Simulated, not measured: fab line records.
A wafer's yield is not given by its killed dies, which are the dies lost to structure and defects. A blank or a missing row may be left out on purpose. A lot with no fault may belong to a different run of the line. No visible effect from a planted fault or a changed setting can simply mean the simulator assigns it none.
Matching of chambers    flow nandHarc    NHARC_P_ZERO_WELL_ETCH_65 on rieDiel-04: 4 sister chambers
The step etches the open film in N2/H2, target depth 80 nm, overetch 24 nm, time 87.88 s. 4 wafers are shown with their chamber, then 8 later ones without.

## WAFERS, EACH WITH ITS CHAMBER
wafer   chamber  showerheadPlenumPTorr (Torr)
L084.3  2        2.06
L084.4  1        1.88
L084.5  3        1.93
L088.3  0        1.90

## WAFERS MISSING THEIR CHAMBER
wafer   showerheadPlenumPTorr (Torr)
L088.4  1.88
L088.6  1.93
L089.2  2.05
L089.3  1.90
L089.6  1.93
L094.1  1.92
L094.3  2.05
L094.5  1.92

## EACH ONE'S CHAMBER
wafer   from the rows above      in truth
L088.4  1                        1
L088.6  3                        3
L089.2  2                        2
L089.3  0                        0
L089.6  3                        3
L094.1  can't be placed: 3 or 0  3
L094.3  2                        2
L094.5  can't be placed: 3 or 0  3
Correct placement for 6 of the 8. From these rows, 2 cannot be placed; in 2 the true chamber is one of the candidates. Number placed wrongly: 0.
How it was worked out, from the rows above alone: a wafer's distance from a chamber is the root of the sum, over the readings, of the square of ((its reading less the chamber's mean) divided by the reading's scatter). The wafer belongs to the nearest chamber; if the next one is less than 2 further off, it can't be placed. A chamber's mean is the mean of its shown wafers. The scatter: root of mean squared gap, hidden wafer to nearest shown wafer, with one shown wafer a chamber.
